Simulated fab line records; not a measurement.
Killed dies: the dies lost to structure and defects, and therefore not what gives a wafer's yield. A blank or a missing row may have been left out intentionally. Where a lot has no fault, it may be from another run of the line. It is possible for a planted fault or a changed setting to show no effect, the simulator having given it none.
fab line records	flow n5Finfet
record: lots: 6	wafers: 16	lastDay: 18
route steps=1938 shown BEOL_M14@1730
lots with no fault: from the same line, run without faults
startH: hours from the record's opening day to when the first of the lot's shown wafers began	waitH: how many hours have passed since the lot's step before this one	" same as the row above	L1.1+2: one row covering several wafers at once	- no value present, or no start provided	* or withheld: withheld	< > ~ a bound
route shown NAME@n: NAME is a module with steps in the file, n the number in the route of the first one	usual: mean/standard deviation of fault-free wafers	same: alike in all rows	chamber/n: place in a boat	sites: per-site readings	_std_site: the standard deviation of these	_edge_site: inner sites' mean taken away from outer sites' mean	radiusMm: how far each site lies from the wafer's centre	mask NAME#n: copy n	behind: the last tool/chamber to shape the wafer	hold: why the lot was held/for how many hours/how that ended	device: the transistor (n, p or np) that didn't switch	end of line: tests run on the same wafers once the route is complete	step lacking rows: just its recipe	killed: count of dies lost to structure and defects at first sort (not the wafer's yield)	map: per-die view of a wafer (x killed, . not killed, _ where there is no die)
set.NAME: the setting as run; set.NAME@STEP: as run at that earlier step	model.NAME: the simulator's own value behind a step, which no gauge read
a table for each step, a row for each wafer; lots at some steps of the route
services: when a tool's chamber went out of use (startH, in hours from the record's first day, below 0 if earlier), for how many hours, and the reason
== steps ==
step: N5_BEOL_M14_ETCH_59
recipe: chemistry: N2/H2	target: BARC	targetDepthA: 890	overetchA: 267	timeS: 67.9	ionEnergyEv: 200	pressureMtorr: 30	sourceW: 840	biasW: 150	n2FlowSccm: 200	h2FlowSccm: 200
step: N5_BEOL_M14_VIA_ETCH_16
recipe: chemistry: C4F8/O2/Ar	target: SiO2	heInnerTorr: 15	heOuterTorr: 30	targetDepthA: 12313	timeS: withheld	ionEnergyEv: 800	pressureMtorr: 20	sourceW: 1905	biasW: 2040	Ar_flow_sccm: 400	C4F8_flow_sccm: 16	O2_flow_sccm: 12	ends: cleared
usual: drypumpMotorCurrentA: 5.9/0.57	heInnerTorr: 15.00/0.03	oesProductAu: 0.72/0.08	rfVppV: 2229/31	showerheadPlenumPTorr: 3.50/0.12	throttleValvePct: 30.8/0.34
lot.wafer	tool	chamber	startH	waitH	drypumpMotorCurrentA	heInnerTorr	oesProductAu	rfVppV	showerheadPlenumPTorr	throttleValvePct
L697.3	rieDiel-02	3	286.67	0.0	6.0	14.94	0.78	2195	3.64	31.2
L697.4	"	0	"	"	6.2	14.98	0.62	2259	3.52	30.5
L697.6	"	2	"	"	5.7	15.00	0.70	2244	3.43	30.8
L700.2	rieDiel-02	1	310.20	0.0	6.5	14.98	0.76	2251	3.61	30.5
L700.5	"	3	"	"	6.0	15.06	0.77	2194	3.63	31.2
L700.6	"	0	"	"	6.3	15.01	0.61	2258	3.51	30.6
L707.1	rieDiel-01	1	345.35	0.0	6.2	14.96	0.69	2255	3.58	31.1
L707.2	"	0	"	"	6.8	14.95	0.62	2260	3.42	31.2
L708.4	rieDiel-01	1	352.54	0.1	6.2	15.02	0.69	2254	3.57	31.1
L708.5	"	2	"	"	4.9	14.93	0.60	2196	3.25	30.9
L716.1	rieDiel-02	3	396.17	0.0	6.0	15.02	0.74	2195	3.62	31.2
L716.3	"	2	"	"	5.7	15.00	0.67	2241	3.41	30.8
L716.5	"	0	"	"	6.2	15.00	0.81	2256	3.50	30.1
L717.1	rieDiel-05	0	400.98	0.0	5.6	15.03	0.78	2271	3.50	31.2
L717.2	"	2	"	"	5.6	14.97	0.83	2203	3.53	31.1
L717.3	"	3	"	"	6.2	15.03	0.77	2191	3.62	30.7
step: N5_BEOL_M14_STRIP_63
recipe: chemistry: O2	powerW: 600	tempC: 60	pressureMtorr: 30	rfFrequencyHz: 6e+07	biasPowerW: 0	overashFraction: 0.3	o2FlowSccm: 225
step: N5_BEOL_M14_STRIP_64
recipe: chemistry: O2	powerW: 600	tempC: 60	pressureMtorr: 30	rfFrequencyHz: 6e+07	biasPowerW: 0	overashFraction: 0.3	o2FlowSccm: 225
usual: drypumpMotorCurrentA: 5.9/0.57	oesProductAu: 0.80/0.088	rfVppV: 3.7/0.46	showerheadPlenumPTorr: 2.13/0.083	tempC: 60.01/0.12	throttleValvePct: 16.58/0.27
lot.wafer	tool	chamber	startH	waitH	drypumpMotorCurrentA	oesProductAu	rfHoursCounterH	rfVppV	showerheadPlenumPTorr	tempC	throttleValvePct
L697.3	rieDiel-02	3	-	-	6.0	0.87	67	3.5	2.23	60.06	16.79
L697.4	"	0	"	"	6.3	0.68	240	4.4	2.14	60.19	16.44
L697.6	"	2	"	"	5.6	0.77	-	3.5	2.10	60.09	16.63
L700.2	rieDiel-02	1	-	-	6.5	0.85	65	4.3	2.20	59.99	16.28
L700.5	"	3	"	"	6.0	0.85	-	3.9	2.23	59.91	16.81
L700.6	"	0	"	"	6.3	0.68	-	4.1	2.14	59.93	16.46
L707.1	rieDiel-01	1	-	-	6.2	0.76	156	3.0	2.19	60.15	16.79
L707.2	"	0	"	"	6.8	0.69	230	3.7	2.07	60.21	16.86
L708.4	rieDiel-01	1	-	-	6.2	0.75	-	3.8	2.19	60.05	16.79
L708.5	"	2	"	"	4.9	0.67	-	3.5	1.98	60.01	16.81
L716.1	rieDiel-02	3	-	-	6.0	0.83	103	3.5	2.22	59.95	16.86
L716.3	"	2	"	"	5.7	0.75	158	3.7	2.08	60.16	16.72
L716.5	"	0	"	"	6.2	0.90	-	3.3	2.13	59.96	15.98
L717.1	rieDiel-05	0	-	-	5.6	0.86	68	3.6	2.14	60.09	16.75
L717.2	"	2	"	"	5.6	0.93	11	2.7	2.15	59.93	16.53
L717.3	"	3	"	"	6.2	0.85	56	4.0	2.24	60.13	16.48
step: N5_BEOL_M14_STRIP_71
recipe: chemistry: postEtchResidueRemover	timeS: 60	tempC: 25	removerPh: withheld	removerWaterWtPct: withheld	removerFluorideWtPct: withheld
step: N5_BEOL_M14_SRD_72
recipe: timeS: 30	tempC: 23	rinseLiquid: diw	dry: n2Spin	spinRpm: 1500	dryTimeS: 30
step: N5_BEOL_M14_CD_MEAS_17
recipe: targetCdNm: 250	polarity: opening
usual: cdNm: 250.3/1.9
lot.wafer	tool	chamber	startH	waitH	cdNm
L697.3	cdSem-01	-	287.02	0.0	250.6
L697.4	"	-	"	"	250.8
L697.6	"	-	"	"	250.0
L700.2	cdSem-02	-	310.55	0.0	252.7
L700.5	"	-	"	"	253.8
L700.6	"	-	"	"	250.8
L707.1	cdSem-02	-	345.70	0.0	251.9
L707.2	"	-	"	"	248.3
L708.4	cdSem-03	-	352.81	0.0	249.9
L708.5	"	-	"	"	252.0
L716.1	cdSem-02	-	396.52	0.0	248.8
L716.3	"	-	"	"	248.7
L716.5	"	-	"	"	249.4
L717.1	cdSem-01	-	401.33	0.0	252.0
L717.2	"	-	"	"	251.0
L717.3	"	-	"	"	250.2
step: N5_BEOL_M14_COAT_65
recipe: resist: SOC	tempC: 250	timeS: 60	spinRpm: 1500	resistThkNm: 450
step: N5_BEOL_M14_COAT_66
recipe: resist: SiARC	tempC: 220	timeS: 60	spinRpm: 1500	resistThkNm: 110
step: N5_BEOL_M14_COAT_22
recipe: spinRpm: 2888	resistThkNm: 300
step: N5_BEOL_M14_EBR_24
recipe: solvent: PGMEA	ebrWidthMm: 1.5
step: N5_BEOL_M14_SOFTBAKE_23
recipe: tempC: 130	timeS: 60
step: N5_BEOL_M14_EXPOSE_25
recipe: maskId: M14	na: 0.8	sourceShape: annular	sigmaInner: 0.5	sigmaOuter: 0.8	polarization: unpolarized	targetCdNm: 280	doseMj: 26.6
lot.wafer	tool	chamber	startH	waitH	mask
L697.3+4+6	krfScanner-01	0	287.31	-	M14#0
L700.2+5+6	krfScanner-02	0	310.71	-	M14#0
L707.1+2	krfScanner-01	0	345.98	-	M14#0
L708.4+5	krfScanner-01	0	352.98	-	M14#0
L716.1+3+5	krfScanner-02	0	396.80	-	M14#0
L717.1+2+3	krfScanner-02	0	402.49	-	M14#0
step: N5_BEOL_M14_PEB_26
recipe: pebTempC: 130	pebTimeS: 90
step: N5_BEOL_M14_DEVELOP_27
recipe: developTimeS: 45	rinseLiquid: diw	dry: airSpin	devTempC: 21
step: N5_BEOL_M14_HARDBAKE_32
recipe: tempC: 130	timeS: 120
step: N5_BEOL_M14_CD_MEAS_28
recipe: targetCdNm: 284.4	landingEnergyEv: 500	detector: seInlens
usual: cdNm: 284.3/1.6
lot.wafer	tool	chamber	startH	waitH	cdNm
L697.3	cdSem-02	0	287.47	-	285.7
L697.4	"	0	"	"	283.1
L697.6	"	0	"	"	286.0
L700.2	cdSem-03	0	310.88	-	282.1
L700.5	"	0	"	"	282.8
L700.6	"	0	"	"	286.0
L707.1	cdSem-03	0	346.15	-	292.8
L707.2	"	0	"	"	281.5
L708.4	cdSem-02	0	353.13	-	283.4
L708.5	"	0	"	"	291.8
L716.1	cdSem-02	0	396.97	-	285.6
L716.3	"	0	"	"	283.6
L716.5	"	0	"	"	286.9
L717.1	cdSem-03	0	402.67	-	283.7
L717.2	"	0	"	"	284.8
L717.3	"	0	"	"	281.4
step: N5_BEOL_M14_OVL_MEAS_29
recipe: pointsPerWafer: 44
usual: M14_OVL: 2/5.7
same: pointsPerWafer: 44
lot.wafer	tool	chamber	startH	waitH	M14_OVL[nm]
L697.3	overlay-01	0	287.50	0.0	7
L697.4	"	0	"	"	2
L697.6	"	0	"	"	1
L700.2	overlay-01	0	310.91	0.0	3
L700.5	"	0	"	"	3
L700.6	"	0	"	"	-1
L707.1	overlay-01	0	346.18	0.0	-5
L707.2	"	0	"	"	-2
L708.4	overlay-01	0	353.16	0.0	-2
L708.5	"	0	"	"	10
L716.1	overlay-02	0	397.00	0.0	3
L716.3	"	0	"	"	11
L716.5	"	0	"	"	9
L717.1	overlay-01	0	402.70	0.0	-8
L717.2	"	0	"	"	-2
L717.3	"	0	"	"	-9
step: N5_BEOL_M14_INSPECT_30
recipe: mode: adi	inspectInstrument: macro
usual: rawDefectCount: 2.1/1.5
lot.wafer	tool	chamber	startH	waitH	rawDefectCount
L697.3	defectInspect-02	-	287.53	0.0	4
L697.4	"	-	"	"	3
L697.6	"	-	"	"	1
L700.2	defectInspect-02	-	310.93	0.0	2
L700.5	"	-	"	"	3
L700.6	"	-	"	"	3
L707.1	defectInspect-01	-	346.21	0.0	1
L707.2	"	-	"	"	4
L708.4	defectInspect-01	-	353.19	0.0	1
L708.5	"	-	"	"	1
L716.1	defectInspect-02	-	397.03	0.0	2
L716.3	"	-	"	"	1
L716.5	"	-	"	"	2
L717.1	defectInspect-01	-	402.72	0.0	3
L717.2	"	-	"	"	2
L717.3	"	-	"	"	3
step: N5_BEOL_M14_DESCUM_33
recipe: chemistry: O2	timeS: 7.9	sourcePowerW: 50	biasPowerW: 20	pressureMtorr: 20	rfFrequencyHz: 2.712e+07	tempC: 40	o2FlowSccm: 225
usual: drypumpMotorCurrentA: 6.0/0.52	oesProductAu: 0.81/0.088	rfVppV: 243.7/1.4	showerheadPlenumPTorr: 2.14/0.078	tempC: 39.98/0.12	throttleValvePct: 20.3/0.32
lot.wafer	tool	chamber	startH	waitH	drypumpMotorCurrentA	oesProductAu	rfHoursCounterH	rfVppV	showerheadPlenumPTorr	tempC	throttleValvePct	model.BEOL_M14.cdNm
L697.3	rieDiel-05	1	287.56	0.0	6.5	0.67	246	242.6	2.04	39.77	20.1	285.8
L697.4	"	2	"	"	5.6	0.69	224	243.9	2.15	40.13	20.7	283
L697.6	"	2	"	"	5.6	0.69	-	244.6	2.15	40.17	20.7	285.8
L700.2	rieDiel-02	3	310.97	0.0	6.0	0.86	77	245.4	2.22	39.92	20.6	282.2
L700.5	"	3	"	"	6.0	0.85	-	244.9	2.22	39.85	20.6	282.8
L700.6	"	1	"	"	6.5	0.85	-	243.3	2.20	39.84	20.0	286
L707.1	rieDiel-02	0	346.24	0.0	6.2	0.96	1	244.4	2.14	39.88	19.7	292.4
L707.2	"	3	"	"	6.0	0.85	84	244.9	2.22	39.96	20.6	281
L708.4	rieDiel-01	1	353.63	0.4	6.2	0.76	-	243.9	2.19	40.09	20.6	283.6
L708.5	"	2	"	"	4.9	0.66	-	240.8	1.98	40.09	20.6	292
L716.1	rieDiel-02	0	397.06	0.0	6.2	0.90	16	244.0	2.13	39.86	19.7	285.2
L716.3	"	1	"	"	6.5	0.81	97	245.3	2.19	40.23	20.1	283.8
L716.5	"	3	"	"	6.0	0.82	-	245.6	2.21	39.85	20.7	286.8
L717.1	rieDiel-01	1	403.14	0.4	6.2	0.73	182	243.2	2.18	40.33	20.6	284.2
L717.2	"	2	"	"	4.9	0.92	10	245.5	2.24	40.10	20.1	285
L717.3	"	3	"	"	5.1	0.76	132	241.9	2.00	40.01	20.1	282
step: N5_BEOL_M14_ETCH_67
recipe: chemistry: CF4	target: SiARC	targetDepthA: 1430	timeS: 238.3	ionEnergyEv: 80	pressureMtorr: 40	sourceW: 545	biasW: 36	Ar_flow_sccm: 100	cf4FlowSccm: 100	ends: cleared
usual: drypumpMotorCurrentA: 6.0/0.52	etchRfOnTimeS: 238/5.2	oesProductAu: 0.69/0.075	rfVppV: 184.6/1.3	showerheadPlenumPTorr: 2.19/0.07	throttleValvePct: 15.51/0.26
lot.wafer	tool	chamber	startH	waitH	drypumpMotorCurrentA	etchRfOnTimeS	oesProductAu	rfHoursCounterH	rfVppV	showerheadPlenumPTorr	throttleValvePct
L697.3	rieDiel-05	1	287.60	0.0	6.5	245	0.58	246	182.0	2.10	15.38
L697.4	"	2	"	"	5.6	244	0.58	224	185.3	2.20	15.89
L697.6	"	2	"	"	5.6	246	0.59	-	186.4	2.20	15.89
L700.2	rieDiel-02	3	311.00	0.0	5.9	232	0.73	77	184.6	2.27	15.72
L700.5	"	3	"	"	5.9	233	0.73	-	184.9	2.27	15.74
L700.6	"	1	"	"	6.5	239	0.72	-	185.1	2.26	15.33
L707.1	rieDiel-02	0	346.28	0.0	6.2	241	0.83	1	183.5	2.20	14.97
L707.2	"	3	"	"	6.0	233	0.72	84	184.5	2.27	15.75
L708.4	rieDiel-01	1	353.72	0.1	6.1	231	0.66	-	186.7	2.22	15.66
L708.5	"	2	"	"	4.9	243	0.56	-	182.3	2.02	15.73
L716.1	rieDiel-02	0	397.10	0.0	6.2	241	0.77	16	183.9	2.19	15.03
L716.3	"	1	"	"	6.5	240	0.69	97	185.1	2.25	15.40
L716.5	"	3	"	"	5.9	234	0.71	-	184.4	2.26	15.77
L717.1	rieDiel-01	1	403.17	0.0	6.1	233	0.64	182	184.7	2.22	15.70
L717.2	"	2	"	"	4.9	241	0.79	10	184.1	2.27	15.22
L717.3	"	3	"	"	5.1	234	0.66	132	182.5	2.08	15.52
step: N5_BEOL_M14_ETCH_68
recipe: chemistry: N2/H2	target: SOC	maskMaterial: SiARC	sourceW: 3000	biasW: 350	tempC: 40	timeS: 450	ionEnergyEv: 200	pressureMtorr: 30	n2FlowSccm: 200	h2FlowSccm: 200
usual: drypumpMotorCurrentA: 6.0/0.52	oesProductAu: 0.81/0.087	rfVppV: 525.3/2.5	showerheadPlenumPTorr: 2.60/0.083	tempC: 40.01/0.1	throttleValvePct: 17.67/0.28
lot.wafer	tool	chamber	startH	waitH	drypumpMotorCurrentA	oesProductAu	rfHoursCounterH	rfVppV	showerheadPlenumPTorr	tempC	throttleValvePct
L697.3	rieDiel-05	1	287.74	0.1	6.5	0.68	247	523.2	2.51	40.01	17.55
L697.4	"	2	"	"	5.6	0.69	224	524.2	2.62	40.09	18.09
L697.6	"	2	"	"	5.6	0.69	-	526.3	2.62	40.17	18.08
L700.2	rieDiel-02	3	311.15	0.1	6.0	0.85	77	528.5	2.67	39.95	17.71
L700.5	"	3	"	"	6.0	0.85	-	527.5	2.67	39.95	17.71
L700.6	"	1	"	"	6.5	0.84	-	527.5	2.69	39.99	17.45
L707.1	rieDiel-02	0	346.42	0.1	6.3	0.97	1	525.9	2.60	39.98	17.04
L707.2	"	3	"	"	6.0	0.85	84	527.9	2.67	39.86	17.71
L708.4	rieDiel-01	1	353.93	0.1	6.1	0.76	-	527.1	2.65	40.06	17.96
L708.5	"	2	"	"	4.9	0.67	-	517.8	2.40	40.04	17.96
L716.1	rieDiel-02	0	397.24	0.1	6.3	0.90	16	525.9	2.59	40.01	17.08
L716.3	"	1	"	"	6.5	0.81	97	526.7	2.67	39.93	17.54
L716.5	"	3	"	"	6.0	0.83	-	526.9	2.66	40.00	17.75
L717.1	rieDiel-01	1	403.32	0.1	6.1	0.74	182	524.9	2.64	40.10	18.01
L717.2	"	2	"	"	4.9	0.93	10	528.8	2.72	39.91	17.49
L717.3	"	3	"	"	5.1	0.76	132	521.2	2.45	39.87	17.57
step: N5_BEOL_M14_STRIP_69
recipe: chemistry: N2/H2	tempC: 40	n2FlowSccm: 200	h2FlowSccm: 200	rfFrequencyHz: 6e+07
step: N5_BEOL_M14_TRENCH_ETCH_34
recipe: chemistry: C4F8/O2/Ar	target: SiO2	targetDepthA: 5566.5	maskMaterial: SOC	heInnerTorr: 15	heOuterTorr: 30	timeS: 126.9	ionEnergyEv: 800	pressureMtorr: 20	sourceW: 1905	biasW: 2040	Ar_flow_sccm: 400	C4F8_flow_sccm: 16	O2_flow_sccm: 12
usual: drypumpMotorCurrentA: 6.0/0.52	heInnerTorr: 15.00/0.031	oesProductAu: 0.81/0.089	rfVppV: 2230/31	showerheadPlenumPTorr: 3.51/0.11	throttleValvePct: 30.9/0.37
lot.wafer	tool	chamber	startH	waitH	drypumpMotorCurrentA	heInnerTorr	oesProductAu	rfHoursCounterH	rfVppV	showerheadPlenumPTorr	throttleValvePct
L697.3	rieDiel-05	1	288.02	0.0	6.5	15.02	0.68	247	2249	3.37	30.3
L697.4	"	2	"	"	5.6	14.99	0.68	224	2205	3.55	31.3
L697.6	"	2	"	"	5.6	14.93	0.68	-	2205	3.55	31.3
L700.2	rieDiel-02	3	311.42	0.0	6.0	14.96	0.85	77	2194	3.63	31.2
L700.5	"	3	"	"	6.0	14.98	0.86	-	2193	3.63	31.2
L700.6	"	1	"	"	6.5	14.97	0.85	-	2251	3.61	30.5
L707.1	rieDiel-02	0	346.70	0.0	6.3	15.01	0.95	1	2258	3.51	30.1
L707.2	"	3	"	"	6.0	14.97	0.85	85	2196	3.63	31.2
L708.4	rieDiel-01	1	354.13	0.1	6.2	14.99	0.76	-	2254	3.57	31.1
L708.5	"	2	"	"	4.9	15.03	0.66	-	2194	3.25	30.9
L716.1	rieDiel-02	0	397.52	0.0	6.2	14.98	0.88	16	2257	3.50	30.1
L716.3	"	1	"	"	6.5	14.96	0.80	97	2252	3.59	30.5
L716.5	"	3	"	"	6.0	14.97	0.82	-	2193	3.62	31.2
L717.1	rieDiel-01	1	403.59	0.0	6.1	14.96	0.75	182	2253	3.56	31.1
L717.2	"	2	"	"	4.9	14.97	0.93	10	2232	3.65	30.6
L717.3	"	3	"	"	5.1	15.00	0.78	132	2182	3.35	30.8
step: N5_BEOL_M14_STRIP_70
recipe: chemistry: C4F8/O2/Ar	resist: SiARC	rfFrequencyHz: 6e+07
step: N5_BEOL_M14_OCD_MEAS_35
usual: trenchDepthNm: 557/13
lot.wafer	tool	chamber	startH	waitH	trenchDepthNm
L697.3	ocd-02	-	288.18	0.0	546
L697.4	"	-	"	"	540
L697.6	"	-	"	"	543
L700.2	ocd-01	-	311.58	0.0	570
L700.5	"	-	"	"	575
L700.6	"	-	"	"	553
L707.1	ocd-01	-	346.85	0.0	547
L707.2	"	-	"	"	571
L708.4	ocd-01	-	354.23	0.0	563
L708.5	"	-	"	"	540
L716.1	ocd-01	-	397.67	0.0	538
L716.3	"	-	"	"	545
L716.5	"	-	"	"	558
L717.1	ocd-02	-	403.75	0.0	568
L717.2	"	-	"	"	558
L717.3	"	-	"	"	575
step: N5_BEOL_M14_STRIP_37
recipe: chemistry: O2	powerW: 600	tempC: 60	pressureMtorr: 30	rfFrequencyHz: 6e+07	biasPowerW: 0	overashFraction: 0.3	o2FlowSccm: 225
step: N5_BEOL_M14_ETCH_38
recipe: chemistry: CF4/N2	target: SiCN	targetDepthA: 1065	taperDeg: 2	timeS: 120.6	ionEnergyEv: 150	maskMaterial: SiO2	pressureMtorr: 40	sourceW: 430	biasW: 70	Ar_flow_sccm: 100	cf4FlowSccm: 60	n2FlowSccm: 60
usual: drypumpMotorCurrentA: 5.9/0.53	oesProductAu: 0.80/0.095	rfVppV: 383.4/2	showerheadPlenumPTorr: 2.26/0.071	throttleValvePct: 15.36/0.24
lot.wafer	tool	chamber	startH	waitH	drypumpMotorCurrentA	oesProductAu	rfHoursCounterH	rfVppV	showerheadPlenumPTorr	throttleValvePct	model.BEOL_M14.cdNm
L697.3	rieDiel-05	3	-	-	6.2	0.94	14	385.1	2.34	15.03	280.8
L697.4	"	0	"	"	5.6	0.92	26	383.0	2.25	15.36	279.2
L697.6	"	2	"	"	5.6	0.67	-	383.5	2.27	15.74	282.8
L700.2	rieDiel-02	0	-	-	6.3	0.68	250	383.2	2.26	15.32	276.6
L700.5	"	1	"	"	6.5	0.85	-	386.9	2.33	15.16	277.6
L700.6	"	0	"	"	6.2	0.68	-	384.2	2.26	15.33	280.6
L707.1	rieDiel-02	3	-	-	6.0	0.84	85	385.0	2.33	15.56	286.8
L707.2	"	1	"	"	6.6	0.83	82	386.5	2.32	15.20	276.4
L708.4	rieDiel-01	0	-	-	6.8	0.67	-	381.8	2.18	15.69	282.4
L708.5	"	2	"	"	4.9	0.66	-	378.2	2.09	15.59	289.4
L716.1	rieDiel-05	0	-	-	5.6	0.87	67	382.5	2.24	15.44	281.8
L716.3	"	2	"	"	5.6	0.93	10	384.1	2.26	15.28	280.2
L716.5	"	0	"	"	5.5	0.86	-	383.2	2.24	15.45	283.6
L717.1	rieDiel-01	2	-	-	4.9	0.93	10	384.0	2.35	15.05	283
L717.2	"	1	"	"	6.2	0.75	183	385.0	2.28	15.55	282.6
L717.3	"	3	"	"	5.1	0.78	132	381.2	2.14	15.36	278.8
step: N5_BEOL_M14_PRECLEAN_39
recipe: chemistry: residueRemover	timeS: 60	tempC: 40
== services ==
tool	chamber	startH	hours	kind
krfScanner-02	-	268.00	1.3	pm
krfScanner-02	-	302.66	3.0	repair
rieDiel-02	2	306.72	4.8	repair
rieDiel-02	0	313.32	-	clean
rieDiel-02	0	313.32	-	consumableReplace:focusRing
rieDiel-02	0	313.32	30.2	scheduledDown
rieDiel-02	0	313.32	30.2	ventCycle
rieDiel-02	3	317.48	4.5	repair
krfScanner-02	-	319.46	0.8	pm
rieDiel-02	3	329.20	11.3	repair
krfScanner-02	-	332.26	4.4	pm
rieDiel-02	2	332.84	7.0	repair
krfScanner-01	-	336.64	7.2	pm
krfScanner-01	-	343.84	1.0	pm
rieDiel-01	3	344.13	12.7	repair
krfScanner-01	-	344.84	0.8	pm
rieDiel-01	2	357.00	-	clean
rieDiel-01	2	357.00	-	consumableReplace:focusRing
krfScanner-02	-	377.26	0.9	repair
rieDiel-02	0	379.82	4.5	repair
krfScanner-01	-	388.13	1.3	pm
rieDiel-05	1	389.81	22.9	repair
krfScanner-01	-	390.03	0.8	pm
krfScanner-02	-	401.46	1.0	pm
== key ==
firstSign: step: N5_BEOL_M14_CD_MEAS_28	reading: cdNm	direction: up	sigmas: 5	usual: 284.3	struck: 292.3
effect none on later readings
modelEffect: step: N5_BEOL_M14_DESCUM_33	value: BEOL_M14.cdNm	without: 284.7	struck: 292.2
modelEffect: step: N5_BEOL_M14_ETCH_38	value: BEOL_M14.cdNm	without: 280.6	struck: 288.1
metAt N5_BEOL_M14_EXPOSE_25
struckWafers L707.1,L708.5
onsetBetween 287.31 345.98
fault: kind: processParameterDrift	tool: krfScanner-01	chamber: -	onsetH: 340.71	steps: N5_BEOL_M14_EXPOSE_25	channel: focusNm	offset: 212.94	shape: step	endH: 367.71	scope: struckWafersOnly
